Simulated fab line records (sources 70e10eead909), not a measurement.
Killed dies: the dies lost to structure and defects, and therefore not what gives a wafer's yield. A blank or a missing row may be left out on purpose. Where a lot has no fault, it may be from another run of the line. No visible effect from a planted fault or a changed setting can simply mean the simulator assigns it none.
The tool behind it: which one?	flow nand_harc	Sampling: 7 lots, 20 wafers, 3 of 1159 route steps

## WHAT THE GAUGES READ, wafer by wafer
NHARC_A_ONON_D1_THK_MEAS_02: measures by ellipsometry.
lot	measured	on	thk_nm (nm)
L331	day 7 14:37	film_metro-01	1018 1016 1017
L332	day 8 07:44	film_metro-01	1012 1012 1011
L337	day 9 07:28	film_metro-01	1001 755
L340	day 10 04:01	film_metro-02	1008 1006 1008
L345	day 11 11:58	film_metro-01	1004 1003 1004
L349	day 11 23:59	film_metro-02	999 996 997
L352	day 12 21:27	film_metro-01	1003 1001 1002

## EACH LOT AND THE TOOL THAT RAN IT (in order: tool; ch and the chambers of the sampled wafers; start)
lot	NHARC_P_BONDPAD_DEGAS_25	NHARC_A_ONON_D1_DEP_00
L331	pvd_sputter-03, day 6 09:28	pecvd_onon-01 ch 0, day 7 14:13
L332	pvd_sputter-03, day 7 05:08	pecvd_onon-04 ch 0, day 8 07:13
L337	pvd_sputter-01, day 8 06:04	pecvd_onon-03 ch 0, day 9 06:58
L340	pvd_sputter-02, day 9 02:14	pecvd_onon-01 ch 0, day 10 03:33
L345	pvd_sputter-01, day 10 07:19	pecvd_onon-01 ch 0, day 11 11:34
L349	pvd_sputter-01, day 10 22:59	pecvd_onon-04 ch 0, day 11 23:28
L352	pvd_sputter-01, day 11 19:08	pecvd_onon-01 ch 0, day 12 21:00
- NHARC_P_BONDPAD_DEGAS_25: time 60 s.
- NHARC_A_ONON_D1_DEP_00: target thk 1000 nm.

## THE ANSWER, worked out from the rows above alone
Rule: the lots themselves supply what counts as usual. The widest of any qualifying gaps counts: lots, ordered by their means at a reading, are off when they make up no more than a third of the lots, leave a main group of 4 or more, and stand apart from it by 3 or more times the standard deviation of that group's means. A main group is skipped when, at the precision printed for the reading in the tables above, its means are all equal. Also off: a lot with no number at a reading for which 4 or more lots have one. Any other lot the step has rows for is counted as sound.
Off: L337 (NHARC_A_ONON_D1_THK_MEAS_02, thk_nm). Main group: mean 1006 nm, sd 6.5.
A tool fits if, at a process step before that reading, it ran every lot that is off, and no sound lot after the first of them. Those tools and the gauges at NHARC_A_ONON_D1_THK_MEAS_02 are tried in the same way. One candidate fits, namely pecvd_onon-03 at NHARC_A_ONON_D1_DEP_00. It ran no sound lot before its first lot that is off in this sample, so the start can't be narrowed down.

## WHAT THE SIMULATOR PUT IN
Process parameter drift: pecvd_onon-03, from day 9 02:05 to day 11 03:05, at NHARC_A_ONON_D1_DEP_00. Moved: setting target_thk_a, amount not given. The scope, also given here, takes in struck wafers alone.
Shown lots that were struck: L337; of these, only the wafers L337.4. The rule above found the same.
